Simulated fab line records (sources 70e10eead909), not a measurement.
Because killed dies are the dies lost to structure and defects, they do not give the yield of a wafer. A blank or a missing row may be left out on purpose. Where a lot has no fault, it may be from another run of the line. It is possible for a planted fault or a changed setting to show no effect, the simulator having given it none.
Which tool is to blame? -- flow nand_harc -- 24 lots with 72 wafers sampled at 6 steps, on a route of 1159 steps

== WHAT EACH GAUGE READ, for each wafer ==
The record holds no reading of a measuring or inspecting step that can be judged against a usual standard deviation.

== WHICH TOOL RAN EACH LOT (tool, then ch and the chambers of the sampled wafers, then the start) ==
lot,NHARC_A_STAIRCASE_ETCH_197,NHARC_A_STAIRCASE_ETCH_201,NHARC_A_STAIRCASE_ETCH_230,NHARC_A_STAIRCASE_STRIP_238,NHARC_A_STAIRCASE_ETCH_452,NHARC_A_STAIRCASE_ETCH_294
L074,"rie_diel-08 ch 1,2,3, day 11 04:59 or earlier","rie_diel-08 ch 0,2, day 11 04:59 or earlier","rie_diel-13 ch 0,3, day 11 04:59 or earlier","plasma_asher-01 ch 0,1, day 11 04:59","rie_diel-01 ch 2,3, no start","rie_diel-01 ch 1,2, no start"
L076,"rie_diel-01 ch 0,1,3, day 11 16:03 or earlier","rie_diel-01 ch 1,2,3, day 11 16:03 or earlier","rie_diel-01 ch 0,1,3, day 11 16:03 or earlier","plasma_asher-01 ch 0,1, day 11 16:03","rie_diel-01 ch 0,2,3, no start","rie_diel-01 ch 1,2,3, no start"
L075,"rie_diel-08 ch 0,2,3, day 11 16:20 or earlier","rie_diel-08 ch 0,1,2, day 11 16:20 or earlier","rie_diel-13 ch 0,1,3, day 11 16:20 or earlier","plasma_asher-01 ch 0,1, day 11 16:20","rie_diel-13 ch 0,1,3, no start","rie_diel-13 ch 0,1,3, no start"
L077,"rie_diel-01 ch 0,1,2, day 12 00:09 or earlier","rie_diel-01 ch 0,1, day 12 00:09 or earlier","rie_diel-08 ch 0,1,3, day 12 00:09 or earlier","plasma_asher-02 ch 0,1, day 12 00:09","rie_diel-01 ch 0,2,3, no start","rie_diel-01 ch 0,2,3, no start"
L078,"rie_diel-13 ch 0,1,3, day 12 06:22 or earlier","rie_diel-13 ch 0,1,3, day 12 06:22 or earlier","rie_diel-01 ch 0,1,2, day 12 06:22 or earlier","plasma_asher-02 ch 0,1, day 12 06:22","rie_diel-08 ch 0,3, no start","rie_diel-08 ch 1,2, no start"
L079,"rie_diel-08 ch 0,1,3, day 12 08:31 or earlier","rie_diel-08 ch 0,1,3, day 12 08:31 or earlier","rie_diel-13 ch 0,1,3, day 12 08:31 or earlier","plasma_asher-01 ch 0,1, day 12 08:31","rie_diel-08 ch 0,1,3, no start","rie_diel-08 ch 0,1,3, no start"
L080,"rie_diel-08 ch 1,2, day 12 20:31 or earlier","rie_diel-08 ch 0,3, day 12 20:31 or earlier","rie_diel-08 ch 0,2, day 12 20:31 or earlier","plasma_asher-02 ch 1, day 12 20:31","rie_diel-01 ch 1,2,3, no start","rie_diel-01 ch 0,1,2, no start"
L081,"rie_diel-08 ch 1,2,3, day 12 21:43 or earlier","rie_diel-08 ch 1,2,3, day 12 21:43 or earlier","rie_diel-08 ch 0,1,3, day 12 21:43 or earlier","plasma_asher-01 ch 0,1, day 12 21:43","rie_diel-08 ch 0,1,2, no start","rie_diel-08 ch 1,2,3, no start"
L082,"rie_diel-08 ch 1,2,3, day 13 11:46 or earlier","rie_diel-08 ch 0,1,2, day 13 11:46 or earlier","rie_diel-01 ch 1,3, day 13 11:46 or earlier","plasma_asher-02 ch 0,1, day 13 11:46","rie_diel-01 ch 0,1, no start","rie_diel-01 ch 0,1, no start"
L083,"rie_diel-13 ch 2,3, day 13 12:08 or earlier","rie_diel-13 ch 0,2,3, day 13 12:08 or earlier","rie_diel-08 ch 1,3, day 13 12:08 or earlier","plasma_asher-01 ch 0,1, day 13 12:08","rie_diel-13 ch 1,2, no start","rie_diel-13 ch 0,2,3, no start"
L085,"rie_diel-13 ch 1,2,3, day 14 20:59 or earlier","rie_diel-13 ch 0,2,3, day 14 20:59 or earlier","rie_diel-13 ch 1,2, day 14 20:59 or earlier","plasma_asher-02 ch 0,1, day 14 20:59","rie_diel-13 ch 1,3, no start","rie_diel-13 ch 0,2,3, no start"
L084,"rie_diel-01 ch 1,2, day 14 21:20 or earlier","rie_diel-01 ch 0,1,2, day 14 21:20 or earlier","rie_diel-13 ch 0,1,3, day 14 21:20 or earlier","plasma_asher-01 ch 0,1, day 14 21:20","rie_diel-08 ch 0,3, no start","rie_diel-08 ch 1,2,3, no start"
L088,"rie_diel-08 ch 0,1, day 14 22:17 or earlier","rie_diel-08 ch 0,1,2, day 14 22:17 or earlier","rie_diel-08 ch 0,1,2, day 14 22:17 or earlier","plasma_asher-01 ch 0,1, day 14 22:17","rie_diel-01 ch 0,2, no start","rie_diel-01 ch 0,1, no start"
L087,"rie_diel-13 ch 0,2,3, day 14 21:59 or earlier","rie_diel-13 ch 0,3, day 14 21:59 or earlier","rie_diel-01 ch 0,1, day 14 21:59 or earlier","plasma_asher-01 ch 0,1, day 14 21:59","rie_diel-08 ch 0,1,3, no start","rie_diel-08 ch 0,1, no start"
L086,"rie_diel-08 ch 0,1,2, day 14 22:56 or earlier","rie_diel-08 ch 0,1, day 14 22:56 or earlier","rie_diel-13 ch 1,2, day 14 22:56 or earlier","plasma_asher-02 ch 0,1, day 14 22:56","rie_diel-08 ch 1,2, no start","rie_diel-08 ch 2,3, no start"
L089,"rie_diel-08 ch 0,1,2, day 15 03:52 or earlier","rie_diel-08 ch 0,1,2, day 15 03:52 or earlier","rie_diel-01 ch 0,3, day 15 03:52 or earlier","plasma_asher-02 ch 0,1, day 15 03:52","rie_diel-01 ch 0,2,3, no start","rie_diel-01 ch 0,1,2, no start"
L090,"rie_diel-01 ch 1,2,3, day 15 02:46 or earlier","rie_diel-01 ch 0,3, day 15 02:46 or earlier","rie_diel-13 ch 1,2,3, day 15 02:46 or earlier","plasma_asher-02 ch 0,1, day 15 02:46","rie_diel-01 ch 0,1,2, no start","rie_diel-01 ch 0,1,3, no start"
L091,"rie_diel-08 ch 0,2, day 15 05:27 or earlier","rie_diel-08 ch 0,1, day 15 05:27 or earlier","rie_diel-01 ch 2,3, day 15 05:27 or earlier","plasma_asher-02 ch 0,1, day 15 05:27","rie_diel-08 ch 2,3, no start","rie_diel-08 ch 1,2,3, no start"
L092,"rie_diel-13 ch 0,2,3, day 15 13:36 or earlier","rie_diel-13 ch 0,1,3, day 15 13:36 or earlier","rie_diel-08 ch 0,1,2, day 15 13:36 or earlier","plasma_asher-02 ch 0,1, day 15 13:36","rie_diel-08 ch 0,2,3, no start","rie_diel-08 ch 0,2,3, no start"
L093,"rie_diel-13 ch 0,1,2, day 15 14:57 or earlier","rie_diel-13 ch 0,1,2, day 15 14:57 or earlier","rie_diel-01 ch 0,1,2, day 15 14:57 or earlier","plasma_asher-02 ch 0,1, day 15 14:57","rie_diel-13 ch 0,2,3, no start","rie_diel-13 ch 0,1,3, no start"
L094,"rie_diel-01 ch 1,2,3, day 16 02:13 or earlier","rie_diel-01 ch 0,1,3, day 16 02:13 or earlier","rie_diel-01 ch 2,3, day 16 02:13 or earlier","plasma_asher-01 ch 0,1, day 16 02:13","rie_diel-08 ch 0,2, no start","rie_diel-08 ch 1,3, no start"
L096,"rie_diel-08 ch 0,1,3, day 16 15:52 or earlier","rie_diel-08 ch 1,2, day 16 15:52 or earlier","rie_diel-08 ch 0,3, day 16 15:52 or earlier","plasma_asher-01 ch 0,1, day 16 15:52","rie_diel-01 ch 1,2, no start","rie_diel-01 ch 0,1,2, no start"
L095,"rie_diel-01 ch 0,2,3, day 16 17:44 or earlier","rie_diel-01 ch 0,1,2, day 16 17:44 or earlier","rie_diel-13 ch 0,1,2, day 16 17:44 or earlier","plasma_asher-01 ch 0,1, day 16 17:44","rie_diel-08 ch 0,2,3, no start","rie_diel-08 ch 0,1,2, no start"
L097,"rie_diel-01 ch 0,3, day 16 21:07 or earlier","rie_diel-01 ch 0,1,3, day 16 21:07 or earlier","rie_diel-08 ch 0,1,3, day 16 21:07 or earlier","plasma_asher-02 ch 0,1, day 16 21:07","rie_diel-08 ch 0,2,3, no start","rie_diel-08 ch 1,2, no start"
- NHARC_A_STAIRCASE_ETCH_197: etches the open film in C4F8/O2, target depth 100 nm, time 40.5 s.
- NHARC_A_STAIRCASE_ETCH_201: etches the open film in C4F8/O2, target depth 100 nm, time 40.5 s.
- NHARC_A_STAIRCASE_ETCH_230: etches the open film in C4F8/O2, target depth 100 nm, time 40.5 s.
- NHARC_A_STAIRCASE_STRIP_238: strips in O2.
- NHARC_A_STAIRCASE_ETCH_452: etches the open film in CF4/O2, target depth 30 nm, overetch 3 nm, time 16.5 s.
- NHARC_A_STAIRCASE_ETCH_294: etches the open film in C4F8/O2/Ar, target depth 4992 nm, time 1212.4 s.

== AS READ BY THE TOOLS THEMSELVES (means over the sampled wafers that have a number; for cases with no such wafer, the mark the record gives instead) ==
NHARC_A_STAIRCASE_ETCH_197.
lot,tool,oes_product_au (a.u.),rf_vpp_V (V)
L074,rie_diel-08,0.970,896
L076,rie_diel-01,0.917,899
L075,rie_diel-08,0.950,896
L077,rie_diel-01,0.959,898
L078,rie_diel-13,0.969,889
L079,rie_diel-08,0.946,894
L080,rie_diel-08,0.961,899
L081,rie_diel-08,0.958,895
L082,rie_diel-08,0.972,895
L083,rie_diel-13,0.969,889
L085,rie_diel-13,0.935,889
L084,rie_diel-01,0.937,899
L088,rie_diel-08,0.929,894
L087,rie_diel-13,0.932,890
L086,rie_diel-08,0.935,898
L089,rie_diel-08,0.963,898
L090,rie_diel-01,0.932,897
L091,rie_diel-08,0.976,900
L092,rie_diel-13,0.941,891
L093,rie_diel-13,0.933,891
L094,rie_diel-01,0.969,897
L096,rie_diel-08,0.948,892
L095,rie_diel-01,0.948,896
L097,rie_diel-01,0.926,897

NHARC_A_STAIRCASE_ETCH_201.
lot,tool,oes_product_au (a.u.),rf_vpp_V (V)
L074,rie_diel-08,0.956,900
L076,rie_diel-01,0.939,898
L075,rie_diel-08,0.947,898
L077,rie_diel-01,0.934,901
L078,rie_diel-13,0.945,888
L079,rie_diel-08,0.941,892
L080,rie_diel-08,0.950,895
L081,rie_diel-08,0.938,895
L082,rie_diel-08,0.954,898
L083,rie_diel-13,0.950,890
L085,rie_diel-13,0.933,889
L084,rie_diel-01,0.934,899
L088,rie_diel-08,0.934,898
L087,rie_diel-13,0.946,888
L086,rie_diel-08,0.937,895
L089,rie_diel-08,0.933,897
L090,rie_diel-01,0.924,898
L091,rie_diel-08,0.940,896
L092,rie_diel-13,0.926,888
L093,rie_diel-13,0.951,890
L094,rie_diel-01,0.959,898
L096,rie_diel-08,0.947,898
L095,rie_diel-01,0.940,898
L097,rie_diel-01,0.946,898

NHARC_A_STAIRCASE_ETCH_230.
lot,tool,oes_product_au (a.u.),rf_vpp_V (V)
L074,rie_diel-13,0.950,890
L076,rie_diel-01,0.958,899
L075,rie_diel-13,0.929,889
L077,rie_diel-08,0.958,894
L078,rie_diel-01,0.934,899
L079,rie_diel-13,0.942,888
L080,rie_diel-08,0.926,901
L081,rie_diel-08,0.934,894
L082,rie_diel-01,0.939,899
L083,rie_diel-08,0.941,891
L085,rie_diel-13,0.936,889
L084,rie_diel-13,0.924,889
L088,rie_diel-08,0.951,897
L087,rie_diel-01,0.929,901
L086,rie_diel-13,0.958,888
L089,rie_diel-01,0.945,899
L090,rie_diel-13,0.946,890
L091,rie_diel-01,0.939,895
L092,rie_diel-08,0.937,897
L093,rie_diel-01,0.929,898
L094,rie_diel-01,0.957,895
L096,rie_diel-08,0.937,892
L095,rie_diel-13,0.968,890
L097,rie_diel-08,0.945,893

NHARC_A_STAIRCASE_STRIP_238.
lot,tool,drypump_motor_current_A (A),heater_power_w (W),temp_c (C)
L074,plasma_asher-01,5.68,328,249.83
L076,plasma_asher-01,5.68,328,249.90
L075,plasma_asher-01,5.67,324,249.89
L077,plasma_asher-02,5.37,313,249.87
L078,plasma_asher-02,5.32,323,250.02
L079,plasma_asher-01,5.84,303,250.07
L080,plasma_asher-02,5.26,335,250.32
L081,plasma_asher-01,5.84,305,250.15
L082,plasma_asher-02,5.36,313,249.94
L083,plasma_asher-01,5.85,306,250.05
L085,plasma_asher-02,5.38,312,250.09
L084,plasma_asher-01,5.66,327,249.87
L088,plasma_asher-01,5.84,308,250.04
L087,plasma_asher-01,5.84,303,249.93
L086,plasma_asher-02,5.32,326,249.95
L089,plasma_asher-02,5.39,310,250.08
L090,plasma_asher-02,5.38,313,249.92
L091,plasma_asher-02,5.38,316,249.94
L092,plasma_asher-02,5.32,320,249.94
L093,plasma_asher-02,5.36,315,250.10
L094,plasma_asher-01,5.85,303,249.95
L096,plasma_asher-01,5.85,307,250.14
L095,plasma_asher-01,5.83,303,249.92
L097,plasma_asher-02,5.38,319,249.89

NHARC_A_STAIRCASE_ETCH_452.
lot,tool,cf4_flow_sccm (sccm),drypump_motor_current_A (A),o2_flow_sccm (sccm),oes_f_703_au (a.u.),oes_product_au (a.u.),rf_vpp_V (V),showerhead_plenum_p_Torr (Torr),throttle_valve_pct (%)
L074,rie_diel-01,80.07,6.1,20.04,1.002,0.996,197.5,1.32,13.397
L076,rie_diel-01,79.92,6.1,19.97,1.000,0.999,198.1,1.34,13.397
L075,rie_diel-13,79.90,5.7,20.06,1.000,1.002,196.2,1.26,13.402
L077,rie_diel-01,80.05,6.1,20.04,0.998,1.002,197.8,1.34,13.392
L078,rie_diel-08,80.48,5.2,19.98,1.003,1.000,196.7,1.30,13.401
L079,rie_diel-08,80.02,5.4,20.00,1.002,0.999,197.8,1.31,13.395
L080,rie_diel-01,80.05,5.7,20.03,0.999,0.992,197.9,1.35,13.394
L081,rie_diel-08,80.30,5.9,20.00,1.003,1.009,198.3,1.36,13.400
L082,rie_diel-01,79.90,5.8,20.01,0.999,0.988,198.2,1.38,13.400
L083,rie_diel-13,80.26,6.4,20.06,0.999,1.006,195.4,1.26,13.396
L085,rie_diel-13,79.89,6.1,20.01,1.003,1.000,195.6,1.24,13.400
L084,rie_diel-08,79.99,5.2,19.98,1.001,1.000,196.9,1.30,13.402
L088,rie_diel-01,79.92,6.3,19.98,0.997,0.999,196.9,1.33,13.397
L087,rie_diel-08,80.04,5.4,20.02,1.004,0.994,197.7,1.31,13.393
L086,rie_diel-08,79.75,6.1,19.94,0.999,0.994,197.2,1.36,13.407
L089,rie_diel-01,79.99,6.1,20.06,0.997,0.997,197.8,1.34,13.401
L090,rie_diel-01,80.17,5.9,19.98,0.995,0.997,199.1,1.36,13.405
L091,rie_diel-08,79.74,5.9,19.99,1.004,1.007,199.0,1.36,13.405
L092,rie_diel-08,79.87,5.6,20.00,0.997,1.008,198.6,1.34,13.408
L093,rie_diel-13,80.06,5.7,19.96,1.003,0.999,196.3,1.27,13.400
L094,rie_diel-08,79.78,6.1,20.05,0.996,1.010,198.8,1.39,13.388
L096,rie_diel-01,79.85,5.8,19.97,1.001,0.995,198.0,1.33,13.400
L095,rie_diel-08,79.98,5.6,20.03,1.004,1.006,197.6,1.34,13.401
L097,rie_diel-08,80.17,5.6,20.01,1.001,1.007,197.8,1.34,13.402

NHARC_A_STAIRCASE_ETCH_294.
lot,tool,oes_product_au (a.u.),rf_vpp_V (V)
L074,rie_diel-01,0.932,1829
L076,rie_diel-01,0.922,1831
L075,rie_diel-13,0.922,1812
L077,rie_diel-01,0.921,1828
L078,rie_diel-08,0.938,1826
L079,rie_diel-08,0.938,1822
L080,rie_diel-01,0.918,1831
L081,rie_diel-08,0.949,1825
L082,rie_diel-01,0.935,1837
L083,rie_diel-13,0.948,1816
L085,rie_diel-13,0.922,1815
L084,rie_diel-08,0.933,1823
L088,rie_diel-01,0.935,1835
L087,rie_diel-08,0.931,1823
L086,rie_diel-08,0.928,1823
L089,rie_diel-01,0.949,1830
L090,rie_diel-01,0.930,1833
L091,rie_diel-08,0.937,1824
L092,rie_diel-08,0.943,1828
L093,rie_diel-13,0.945,1810
L094,rie_diel-08,0.937,1817
L096,rie_diel-01,0.936,1831
L095,rie_diel-08,0.946,1829
L097,rie_diel-08,0.926,1831

== THE ANSWER, worked out from the rows above alone ==
Rule: the usual values come from the lots themselves. Put in order of their means at a reading, lots are off if they are a third of the lots or fewer, leave a main group of 4 or more, and stand apart from it by a gap of 3 or more times the standard deviation of the main group's means; of several such gaps the widest counts. If all means in a main group match to the digits the tables above print for the reading, that group is not used. A lot without any number at a reading at which 4 lots or more have one is off too. The other lots that the step has rows for count as sound. The gauges are gone through in route order, then the tools' own readings, and for those a lot's mean is taken as printed above. At the first step where some lot is off, the reading lying furthest off is the one used; lots without a number count as furthest.
Nothing can be told from this: no lot is off at any reading shown.

== WHAT HAD BEEN PUT IN BY THE SIMULATOR ==
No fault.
